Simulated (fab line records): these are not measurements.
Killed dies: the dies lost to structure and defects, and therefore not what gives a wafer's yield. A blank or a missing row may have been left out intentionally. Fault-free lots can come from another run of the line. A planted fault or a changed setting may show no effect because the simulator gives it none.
The tool behind it: which one? -- flow n5_finfet -- 10 lots, 30 wafers sampled, at 1 step of a route of 1938

WHAT EACH GAUGE READ, for each wafer
N5_BEOL_M11_CD_MEAS_35: the cd target is 70 nm.
lot,measured,on,cd_nm (nm)
L801,day 14 14:14,cd_sem-01,68.7 68.8 70.5
L809,day 16 05:38,cd_sem-03,70.2 69.2 69.1
L808,day 16 07:05,cd_sem-03,70.4 70.0 70.6
L811,day 16 14:35,cd_sem-03,70.0 70.3 71.3
L798,day 16 14:47,cd_sem-02,69.6 70.3 70.9
L812,day 17 00:16,cd_sem-03,68.8 69.2 68.9
L813,day 17 16:23,cd_sem-02,70.2 70.6 70.1
L815,day 18 02:53,cd_sem-02,70.3 70.6 70.7
L818,day 18 03:03,cd_sem-03,69.6 69.6 69.9
L816,day 18 03:54,cd_sem-03,68.4 68.6 68.8

TOOL THAT RAN EACH LOT (tool first, then ch and the chambers of the sampled wafers, then the start)
Before these readings, the record contains no process step.

THE ANSWER, worked out from the rows above alone
Rule: the usual values come from the lots themselves. Put in order of their means at a reading, lots are off if they are a third of the lots or fewer, leave a main group of 4 or more, and stand apart from it by a gap of 3 or more times the standard deviation of the main group's means; of several such gaps the widest counts. The tables above print the reading to a certain number of digits; a main group whose means all agree to those digits is not used. Also off: a lot with no number at a reading for which 4 or more lots have one. The other lots that the step has rows for count as sound.
No lot is off on any of the readings shown, so nothing can be concluded from this.

WHAT HAD BEEN PUT IN BY THE SIMULATOR
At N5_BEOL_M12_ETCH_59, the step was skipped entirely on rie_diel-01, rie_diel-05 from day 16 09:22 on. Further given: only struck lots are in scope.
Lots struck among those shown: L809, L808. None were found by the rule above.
